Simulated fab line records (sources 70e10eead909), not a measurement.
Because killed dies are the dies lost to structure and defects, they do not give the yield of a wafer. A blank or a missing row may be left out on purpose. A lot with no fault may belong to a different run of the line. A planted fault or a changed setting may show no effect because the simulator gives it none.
Chamber matching | flow nand-harc | rie-diel-07 running NHARC_A_CHANNEL_FILL_D2_ETCHBACK_08: 4 sister chambers
The step etches the open film in C4F8, target depth 220 nm, time 110 s. 14 wafers are shown with their chamber, then 6 later ones without.

WAFERS WITH THEIR CHAMBER
wafer  | chamber | rf-vpp-V (V) | oes-product-au (a.u.)
L123.1 | 3       | 445.8        | 0.93
L123.2 | 1       | 441.9        | 0.93
L123.5 | 1       | 442.8        | 0.93
L124.2 | 1       | 441.6        | 1.00
L124.3 | 2       | 444.7        | 1.01
L124.5 | 1       | 441.9        | 1.01
L129.2 | 1       | 441.3        | 0.92
L129.4 | 3       | 446.7        | 0.94
L129.5 | 2       | 444.5        | 0.92
L133.5 | 0       | 445.5        | 1.01
L133.6 | 3       | 445.9        | 1.00
L140.3 | 2       | 445.7        | 0.95
L140.5 | 1       | 441.2        | 0.99
L140.6 | 0       | 444.0        | 1.00

SIGNATURES, as means of the wafers listed above
reading        | chamber 0 | chamber 1 | chamber 2 | chamber 3 | scatter within a chamber
rf-vpp-V       | 444.750   | 441.783   | 444.967   | 446.133   | 0.641
oes-product-au | 1.0050    | 0.9633    | 0.9600    | 0.9567    | 0.0393
Rule: for a wafer and a chamber, the distance is found by dividing, reading by reading, the gap between the wafer's reading and the chamber's mean by the reading's scatter, squaring, summing and taking the root. If the next closest chamber is less than 2 further off than the closest, the wafer can't be placed; otherwise it belongs to the closest. The scatter: take each reading less its chamber's mean, square it, sum over the shown wafers, divide by the number of wafers less the number of chambers, and take the root.

WAFERS WHOSE CHAMBER IS MISSING
wafer  | rf-vpp-V (V) | oes-product-au (a.u.)
L141.1 | 443.5        | 0.92
L141.3 | 446.0        | 0.94
L141.6 | 445.9        | 0.94
L144.1 | 443.3        | 0.93
L144.2 | 441.9        | 0.93
L144.3 | 445.3        | 0.89

THE CHAMBER EACH PASSED THROUGH
wafer  | from the rows above               | in truth
L141.1 | can't be placed: 2 or 1 or 0 or 3 | 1
L141.3 | can't be placed: 3 or 2           | 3
L141.6 | can't be placed: 3 or 2 or 0      | 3
L144.1 | can't be placed: 1 or 2 or 0 or 3 | 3
L144.2 | 1                                 | 1
L144.3 | can't be placed: 2 or 3 or 0      | 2
Correctly placed: 1 of 6. Not placeable from these rows: 5 (in 5, the candidates include the true chamber). 0 placed wrongly.
